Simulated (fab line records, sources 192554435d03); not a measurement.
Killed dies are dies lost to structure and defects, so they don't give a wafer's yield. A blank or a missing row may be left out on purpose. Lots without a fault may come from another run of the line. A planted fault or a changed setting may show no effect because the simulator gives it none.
Chamber matching | flow n5_finfet | N5_FIN_SAQP_ETCH_65 on rie_si-01: 4 sister chambers
The step etches SiO2 in CF4, target depth 4 nm, time 4.4 s. 16 wafers are shown with their chamber, then 8 later ones without.

WAFERS WITH THEIR CHAMBER
wafer  | chamber | drypump_motor_current_A (A) | oes_product_au (a.u.) | rf_fwd_power_W (W)
L081.1 | 1       | 5.47                        | 0.971                 | 793
L081.3 | 2       | 5.77                        | 1.024                 | 792
L081.6 | 2       | 5.76                        | 1.024                 | 794
L083.3 | 1       | 5.50                        | 0.982                 | 790
L083.4 | 2       | 5.78                        | 1.031                 | 792
L083.5 | 1       | 5.51                        | 0.968                 | 792
L084.1 | 2       | 5.75                        | 1.033                 | 793
L084.2 | 3       | 5.39                        | 0.971                 | 791
L084.4 | 0       | 5.74                        | 0.991                 | 791
L086.1 | 2       | 5.78                        | 1.032                 | 790
L086.4 | 1       | 5.47                        | 0.970                 | 791
L086.6 | 1       | 5.48                        | 0.974                 | 794
L088.2 | 0       | 5.75                        | 0.987                 | 791
L088.5 | 0       | 5.73                        | 1.010                 | 791
L088.6 | 3       | 5.38                        | 0.970                 | 793
L093.1 | 0       | 5.72                        | 1.004                 | 791

SIGNATURES (means of the wafers above)
reading                 | chamber 0 | chamber 1 | chamber 2 | chamber 3 | scatter within a chamber
drypump_motor_current_A | 5.7350    | 5.4860    | 5.7680    | 5.3850    | 0.0146
oes_product_au          | 0.99800   | 0.97300   | 1.02880   | 0.97050   | 0.00677
rf_fwd_power_W          | 791.00    | 792.00    | 792.20    | 792.00    | 1.32
Rule: a wafer's distance from a chamber is the root of the sum, over the readings, of the square of ((its reading less the chamber's mean) divided by the reading's scatter). The wafer belongs to the nearest chamber; if the next one is less than 2 further off, it can't be placed. The scatter: the root of (the sum of the squares of (reading less its chamber's mean) over the shown wafers, divided by (wafers less chambers)).

WAFERS WITHOUT THEIR CHAMBER
wafer  | drypump_motor_current_A (A) | oes_product_au (a.u.) | rf_fwd_power_W (W)
L093.4 | 5.40                        | 0.964                 | 795
L093.5 | 5.72                        | 1.003                 | 788
L095.1 | 5.73                        | 1.006                 | 792
L095.2 | 5.38                        | 0.970                 | 790
L095.4 | 5.51                        | 0.991                 | 795
L096.2 | 5.39                        | 0.978                 | 794
L096.3 | 5.74                        | 1.013                 | 793
L096.5 | 5.37                        | 0.978                 | 794

WHICH CHAMBER EACH WENT THROUGH
wafer  | from the rows above     | in truth
L093.4 | 3                       | 3
L093.5 | 0                       | 0
L095.1 | 0                       | 0
L095.2 | 3                       | 3
L095.4 | 1                       | 1
L096.2 | 3                       | 3
L096.3 | can't be placed: 0 or 2 | 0
L096.5 | 3                       | 3
Placed correctly: 7 of 8. Can't be placed from these rows: 1 (the true chamber is among the candidates in 1). Placed wrongly: 0.
